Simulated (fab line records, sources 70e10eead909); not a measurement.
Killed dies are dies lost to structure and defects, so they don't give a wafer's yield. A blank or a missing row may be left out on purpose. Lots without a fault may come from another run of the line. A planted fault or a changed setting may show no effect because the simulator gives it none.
Chamber matching | flow nand_harc | NHARC_A_STAIRCASE_TRIM_196 on rie_diel-13: 4 sister chambers
The step chemistry O2, time 211.2 s. 18 wafers are shown with their chamber, then 9 later ones without.

WAFERS WITH THEIR CHAMBER
wafer  | chamber | drypump_motor_current_A (A) | showerhead_plenum_p_Torr (Torr) | rf_vpp_V (V)
L076.2 | 0       | 5.5                         | 3.80                            | 59.0
L076.4 | 3       | 5.6                         | 3.37                            | 56.7
L076.5 | 3       | 5.5                         | 3.37                            | 58.3
L076.1 | 1       | 5.4                         | 3.36                            | 57.7
L076.3 | 2       | 6.6                         | 3.45                            | 57.9
L076.6 | 0       | 5.5                         | 3.80                            | 58.8
L079.2 | 2       | 6.6                         | 3.44                            | 56.2
L079.3 | 3       | 5.6                         | 3.36                            | 57.6
L079.6 | 1       | 5.4                         | 3.35                            | 57.1
L081.3 | 3       | 5.5                         | 3.35                            | 57.5
L081.5 | 2       | 6.6                         | 3.44                            | 58.1
L081.6 | 3       | 5.5                         | 3.35                            | 56.9
L082.3 | 1       | 5.4                         | 3.34                            | 58.0
L082.5 | 3       | 5.5                         | 3.35                            | 58.1
L082.6 | 0       | 5.5                         | 3.79                            | 58.3
L083.2 | 0       | 5.5                         | 3.78                            | 57.9
L083.3 | 3       | 5.5                         | 3.35                            | 58.1
L083.4 | 1       | 5.4                         | 3.34                            | 56.9

SIGNATURES (means of the wafers above)
reading                  | chamber 0 | chamber 1 | chamber 2 | chamber 3 | scatter within a chamber
drypump_motor_current_A  | 5.500     | 5.400     | 6.600     | 5.529     | 0.0319
showerhead_plenum_p_Torr | 3.7925    | 3.3475    | 3.4433    | 3.3571    | 0.0091
rf_vpp_V                 | 58.500    | 57.425    | 57.400    | 57.600    | 0.655
Rule: a wafer's distance from a chamber is the root of the sum, over the readings, of the square of ((its reading less the chamber's mean) divided by the reading's scatter). The wafer belongs to the nearest chamber; if the next one is less than 2 further off, it can't be placed. The scatter: the root of (the sum of the squares of (reading less its chamber's mean) over the shown wafers, divided by (wafers less chambers)).

WAFERS WITHOUT THEIR CHAMBER
wafer  | drypump_motor_current_A (A) | showerhead_plenum_p_Torr (Torr) | rf_vpp_V (V)
L090.3 | 5.5                         | 3.77                            | 58.8
L090.4 | 5.4                         | 3.33                            | 57.5
L090.6 | 5.6                         | 3.33                            | 57.8
L097.3 | 5.5                         | 3.76                            | 58.1
L097.4 | 6.6                         | 3.41                            | 57.0
L097.5 | 5.5                         | 3.33                            | 57.2
L096.2 | 6.6                         | 3.41                            | 55.2
L096.3 | 5.5                         | 3.32                            | 56.3
L096.5 | 5.5                         | 3.76                            | 58.0

WHICH CHAMBER EACH WENT THROUGH
wafer  | from the rows above     | in truth
L090.3 | 0                       | 0
L090.4 | 1                       | 1
L090.6 | 3                       | 3
L097.3 | 0                       | 0
L097.4 | 2                       | 2
L097.5 | can't be placed: 3 or 1 | 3
L096.2 | 2                       | 2
L096.3 | can't be placed: 3 or 1 | 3
L096.5 | 0                       | 0
Placed correctly: 7 of 9. Can't be placed from these rows: 2 (the true chamber is among the candidates in 2). Placed wrongly: 0.
